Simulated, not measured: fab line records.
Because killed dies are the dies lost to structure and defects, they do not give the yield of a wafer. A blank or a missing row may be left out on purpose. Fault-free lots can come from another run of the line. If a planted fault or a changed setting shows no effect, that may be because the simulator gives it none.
A struck lot beside a sound one | flow n5 finfet | 15 out of 1938 route steps
Sound: these wafers, L128.2, L128.4, L128.5. Struck: wafer L142.2 (left out: L142.5, L142.6 of the same lot, which were not struck); the cause appears at the end.
For every step that has rows: the tool of each side, followed by ch and its chambers, followed by its first start. Under that, the readings that differ: sound wafers | struck wafers | difference of the means | sigmas: that difference in standard deviations of wafers without a fault.
alike: words and numbers the same on both sides, and readings whose means are apart by under 2 such deviations; not compared: readings that were withheld, readings missing a value for some wafer, numbers with overlapping values and no deviation given by the record, and bounds like >300 which may hide the same value.
The two part at a step that has a row with sigmas, a row that says differs or no value, or rows on one side only. Numbers that have no deviation but don't overlap get no sigmas and don't part them. A reading that every wafer of one side lacks parts them only if that side has two wafers or more.

first, 8 steps without rows for these wafers: N5_FIN_SAQP_COAT_49 (time 60 s, resist thk 100 nm); N5_FIN_SAQP_COAT_50 (time 60 s, resist thk 35 nm); N5_FIN_SAQP_COAT_10 (resist thk 90 nm); N5_FIN_SAQP_EBR_12; N5_FIN_SAQP_SOFTBAKE_11 (time 60 s); N5_FIN_SAQP_EXPOSE_13 (exposes mask FIN CORE, target cd 35.6 nm); N5_FIN_SAQP_PEB_14 (peb time 60 s); N5_FIN_SAQP_DEVELOP_15 (develop time 30 s).
N5_FIN_SAQP_CD_MEAS_16: target cd 35.6 nm.
  sound on cd sem-01 ch 0, day 1 22:04; struck on cd sem-03 ch 0, day 5 09:58
  alike: cd nm
N5_FIN_SAQP_OVL_MEAS_17:
  sound on overlay-01 ch 0, day 1 22:07; struck on overlay-01 ch 0, day 5 10:00
  reading           | sound        | struck | difference | sigmas
  FIN_CORE_OVL (nm) | -0.8 0.0 0.2 | 2.6    | +2.8       | +3
N5_FIN_SAQP_INSPECT_18: inspects for defects (brightfield).
  sound on defect inspect-02, day 1 22:08; struck on defect inspect-01, day 5 10:01
  alike: raw defect count
N5_FIN_SAQP_DESCUM_21: chemistry O2, time 7.9 s.
  sound on rie diel-06 ch 0,1,2, day 1 22:11; struck on rie diel-02 ch 3, day 5 10:05
  reading                         | sound             | struck | difference | sigmas
  oes product au (a.u.)           | 0.70 0.66 0.76    | 0.94   | +0.23      | +2
  rf vpp V (V)                    | 243.8 243.1 242.6 | 245.8  | +2.6       | +2
  showerhead plenum p Torr (Torr) | 2.16 2.06 2.08    | 2.23   | +0.13      | +2
  alike: chamber pressure mTorr, drypump motor current A, throttle valve pct
  not compared: rf hours counter h
N5_FIN_SAQP_ETCH_51: etches SiARC in CF4, target depth 45.5 nm, time 75.8 s.
  sound on rie diel-06 ch 0,1,2, day 1 22:13; struck on rie diel-02 ch 3, day 5 10:07
  reading                         | sound          | struck | difference | sigmas
  etch rf on time s (s)           | 78.5 79.2 75.7 | 89.5   | +11.7      | +7
  showerhead plenum p Torr (Torr) | 2.20 2.11 2.14 | 2.27   | +0.12      | +2
  alike: chamber pressure mTorr, drypump motor current A, oes product au, rf vpp V, throttle valve pct
  not compared: rf hours counter h
N5_FIN_SAQP_ETCH_52: etches SOC in N2/H2, target depth 100 nm, overetch 20 nm, time 150 s.
  sound on rie diel-06 ch 0,1,2, day 1 22:16; struck on rie diel-02 ch 3, day 5 10:11
  reading                         | sound             | struck | difference | sigmas
  oes product au (a.u.)           | 0.62 0.62 0.67    | 0.83   | +0.19      | +2
  rf vpp V (V)                    | 524.2 522.0 523.1 | 528.0  | +4.9       | +2
  showerhead plenum p Torr (Torr) | 2.62 2.50 2.55    | 2.71   | +0.15      | +2
  alike: chamber pressure mTorr, drypump motor current A, throttle valve pct
  not compared: rf hours counter h
-- the record jumps here: 10 days lie between the struck wafers' starts before and after (it left off in module FIN_SAQP and takes up again in module PASSIVATION, whose first step shown is number 1936 of the route) --
N5_PASSIVATION_PROBE_49:
  only the struck wafers here have rows in the record (prober-02, day 15 21:15); the sound ones have none

## WHERE THEY PART
Earliest at N5_FIN_SAQP_OVL_MEAS_17; latest, in this record, at N5_PASSIVATION_PROBE_49.

WHY: what the simulator had put in
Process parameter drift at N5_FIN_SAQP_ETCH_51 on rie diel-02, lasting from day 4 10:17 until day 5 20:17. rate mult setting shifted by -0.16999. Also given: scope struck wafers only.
